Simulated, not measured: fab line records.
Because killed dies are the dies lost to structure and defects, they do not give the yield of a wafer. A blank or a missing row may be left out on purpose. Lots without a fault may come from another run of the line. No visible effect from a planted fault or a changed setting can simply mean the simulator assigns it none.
Which tool is to blame? -- flow nandHarc -- Sampling: 12 lots, 36 wafers, 4 of 1302 route steps

== WHAT THE GAUGES READ, wafer by wafer ==
The record holds no reading of a measuring or inspecting step that can be judged against a usual standard deviation.

== TOOL THAT RAN EACH LOT (tool first, then ch and the chambers of the sampled wafers, then the start) ==
lot,NHARC_A_STAIRCASE_ETCH_313,NHARC_A_STAIRCASE_STRIP_316,NHARC_A_STAIRCASE_DEP_325,NHARC_A_STAIRCASE_ETCH_444
L435,"rieDiel-12 ch 0,1, day 17 04:23","rieDiel-12 ch 0,2,3, day 18 13:59 or earlier","pecvd-04 ch 1,2, day 18 13:59","rieDiel-12 ch 0,1,3, day 18 23:25"
L436,"rieDiel-13 ch 0,1,3, day 17 11:41","rieDiel-13 ch 0,3, day 18 21:40 or earlier","pecvd-02 ch 0,1,2, day 18 21:40","rieDiel-04 ch 1,2,3, day 19 09:02"
L437,"rieDiel-04 ch 1,2,3, day 18 06:32","rieDiel-04 ch 0,1,2, day 19 22:11 or earlier","pecvd-02 ch 1,2, day 19 22:11","rieDiel-04 ch 0,1,3, day 20 06:46"
L439,"rieDiel-12 ch 1,2,3, day 18 13:11","rieDiel-12 ch 1,2, day 19 22:11 or earlier","pecvd-03 ch 1,2, day 19 22:11","rieDiel-12 ch 0,1,3, day 20 06:28"
L440,"rieDiel-13 ch 0,1, day 18 23:54","rieDiel-13 ch 0,2, day 20 09:26 or earlier","pecvd-02 ch 1,2, day 20 09:26","rieDiel-12 ch 0,1,3, day 20 18:53"
L443,"rieDiel-12 ch 0,1,2, day 20 05:57","rieDiel-12 ch 1,2,3, day 21 20:50 or earlier","pecvd-04 ch 0,1,2, day 21 20:50","rieDiel-13 ch 0,3, day 22 08:07"
L445,"rieDiel-12 ch 0,2, day 21 12:23","rieDiel-12 ch 0,2, day 23 00:02 or earlier","pecvd-02 ch 1,2, day 23 00:02","rieDiel-13 ch 0,1,3, day 23 09:07"
L452,"rieDiel-13 ch 0,1,3, day 24 10:46","rieDiel-13 ch 0,1, day 26 09:35 or earlier","pecvd-03 ch 0,1,2, day 26 09:35","rieDiel-13 ch 0,2, day 26 18:21"
L453,"rieDiel-04 ch 1,2, day 24 17:08","rieDiel-04 ch 0,2, day 26 09:29 or earlier","pecvd-02 ch 0,2, day 26 09:29","rieDiel-04 ch 0,1,2, day 26 18:59"
L454,"rieDiel-04 ch 2,3, day 24 23:15","rieDiel-04 ch 0,3, day 26 16:12 or earlier","pecvd-03 ch 1,2, day 26 16:12","rieDiel-13 ch 1,2, day 27 02:22"
L456,"rieDiel-13 ch 0,2,3, day 25 08:26","rieDiel-13 ch 0,1,2, day 26 16:04 or earlier","pecvd-02 ch 0,2, day 26 16:04","rieDiel-04 ch 0,1,2, day 27 02:33"
L455,"rieDiel-12 ch 1,2,3, day 25 08:55","rieDiel-12 ch 1,2, day 26 16:20 or earlier","pecvd-04 ch 0,1,2, day 26 16:20","rieDiel-04 ch 1,2, day 27 06:19"
- NHARC_A_STAIRCASE_ETCH_313: etches the open film in CF4/CHF3.
- NHARC_A_STAIRCASE_STRIP_316: strips in O2.
- NHARC_A_STAIRCASE_DEP_325: deposits SiO2, target thk 7200 nm.
- NHARC_A_STAIRCASE_ETCH_444: etches the open film in C4F8/O2, target depth 20400 nm, time 6800 s.

== AS READ BY THE TOOLS THEMSELVES (means over the sampled wafers that have a number; for cases with no such wafer, the mark the record gives instead) ==
NHARC_A_STAIRCASE_ETCH_313. Usual: biasW 200.0 W, standard deviation 0.61; drypumpMotorCurrentA 5.6 A, standard deviation 0.48; oesProductAu 0.932 a.u., standard deviation 0.017; rfVppV 370.0 V, standard deviation 2.2; showerheadPlenumPTorr 1.56 Torr, standard deviation 0.062; throttleValvePct 16.802 %, standard deviation 0.0084.
lot,tool,biasW (W),drypumpMotorCurrentA (A),oesProductAu (a.u.),rfVppV (V),showerheadPlenumPTorr (Torr),throttleValvePct (%),flag
L435,rieDiel-12,200.2,5.9,0.925,367.9,1.50,16.802,
L436,rieDiel-13,200.1,5.6,0.941,369.6,1.56,16.802,
L437,rieDiel-04,199.7,5.3,0.943,369.4,1.54,16.802,
L439,rieDiel-12,200.6,5.5,0.919,369.6,1.54,16.799,
L440,rieDiel-13,200.2,5.2,0.936,370.9,1.59,16.798,
L443,rieDiel-12,200.2,5.6,0.971,371.6,1.60,16.803,
L445,rieDiel-12,199.8,5.8,0.918,369.8,1.53,16.786,
L452,rieDiel-13,199.7,5.6,0.931,369.9,1.55,16.801,
L453,rieDiel-04,199.8,5.4,0.917,369.3,1.54,16.801,
L454,rieDiel-04,200.1,5.3,0.934,368.3,1.51,16.804,
L456,rieDiel-13,200.1,5.4,0.923,372.7,1.61,16.795,
L455,rieDiel-12,199.8,5.5,0.935,370.7,1.61,16.806,

NHARC_A_STAIRCASE_STRIP_316. Usual: drypumpMotorCurrentA 5.7 A, standard deviation 0.48; oesProductAu 1.005 a.u., standard deviation 0.017; rfVppV 57.7 V, standard deviation 0.87; showerheadPlenumPTorr 3.50 Torr, standard deviation 0.14; throttleValvePct 17.037 %, standard deviation 0.0086.
lot,tool,drypumpMotorCurrentA (A),oesProductAu (a.u.),rfVppV (V),showerheadPlenumPTorr (Torr),throttleValvePct (%),flag
L435,rieDiel-12,5.8,0.992,57.7,3.52,17.044,
L436,rieDiel-13,5.5,1.043,58.0,3.53,17.045,
L437,rieDiel-04,5.6,1.011,57.6,3.51,17.038,
L439,rieDiel-12,5.3,0.997,56.0,3.37,17.035,
L440,rieDiel-13,5.4,1.007,57.6,3.40,17.032,
L443,rieDiel-12,5.5,1.005,57.8,3.64,17.038,
L445,rieDiel-12,5.9,0.997,57.5,3.45,17.038,
L452,rieDiel-13,5.2,1.020,57.8,3.53,17.033,
L453,rieDiel-04,5.5,1.011,58.0,3.52,17.040,
L454,rieDiel-04,5.6,1.001,58.4,3.39,17.043,
L456,rieDiel-13,5.6,0.998,58.1,3.59,17.034,
L455,rieDiel-12,5.3,1.002,58.2,3.70,17.039,

NHARC_A_STAIRCASE_DEP_325. Usual: 674 W for heaterPowerW, sd 120.
lot,tool,heaterPowerW (W),flag
L435,pecvd-04,635,
L436,pecvd-02,654,
L437,pecvd-02,656,
L439,pecvd-03,872,
L440,pecvd-02,654,
L443,pecvd-04,585,
L445,pecvd-02,661,
L452,pecvd-03,764,
L453,pecvd-02,614,
L454,pecvd-03,829,
L456,pecvd-02,638,
L455,pecvd-04,588,

NHARC_A_STAIRCASE_ETCH_444. Usual: biasW 1000.1 W, standard deviation 2.7; oesProductAu 0.939 a.u., standard deviation 0.02; rfVppV 806 V, standard deviation 4.9; runLengthS 6821.2 s, standard deviation 0.38.
lot,tool,biasW (W),oesProductAu (a.u.),rfVppV (V),runLengthS (s),flag
L435,rieDiel-12,1001.7,0.932,803,6821.2,
L436,rieDiel-04,998.4,0.929,804,6821.2,
L437,rieDiel-04,1001.7,0.916,804,6821.1,
L439,rieDiel-12,1000.3,0.952,809,6821.0,
L440,rieDiel-12,998.6,0.966,809,6821.3,
L443,rieDiel-13,999.5,0.953,808,6821.1,
L445,rieDiel-13,1001.6,0.964,805,6821.2,
L452,rieDiel-13,998.9,0.929,811,8463.1,OFF
L453,rieDiel-04,998.8,0.930,805,6821.2,
L454,rieDiel-13,1001.6,0.920,811,8462.8,OFF
L456,rieDiel-04,1001.3,0.929,806,6821.0,
L455,rieDiel-04,1000.6,0.934,805,6821.1,

== THE ANSWER, worked out from the rows above alone ==
Rule: a lot counts as off when the mean over its wafers that have a number is more than 3 standard deviations away from the usual mean. Also off: a lot with no number at a reading for which 4 or more lots have one. All remaining lots with rows at the step are treated as sound. Order of review: gauges by route order, followed by the tools' own readings, for which a lot's mean as printed above is used. At the first step where some lot is off, the reading lying furthest off is the one used; lots without a number count as furthest.
Off at NHARC_A_STAIRCASE_ETCH_444 (runLengthS): L452, L454.
A tool fits if, at that step or a process step before it, it ran every lot that is off, and no sound lot after the first of them. Because NHARC_A_STAIRCASE_STRIP_316 lacks a start for some lots, the hours and order of its lots are taken from NHARC_A_STAIRCASE_DEP_325. This does not decide it: 2 tools fit, namely pecvd-03 at NHARC_A_STAIRCASE_DEP_325 and rieDiel-13 at NHARC_A_STAIRCASE_ETCH_444.

== WHAT THE SIMULATOR HAD PUT IN ==
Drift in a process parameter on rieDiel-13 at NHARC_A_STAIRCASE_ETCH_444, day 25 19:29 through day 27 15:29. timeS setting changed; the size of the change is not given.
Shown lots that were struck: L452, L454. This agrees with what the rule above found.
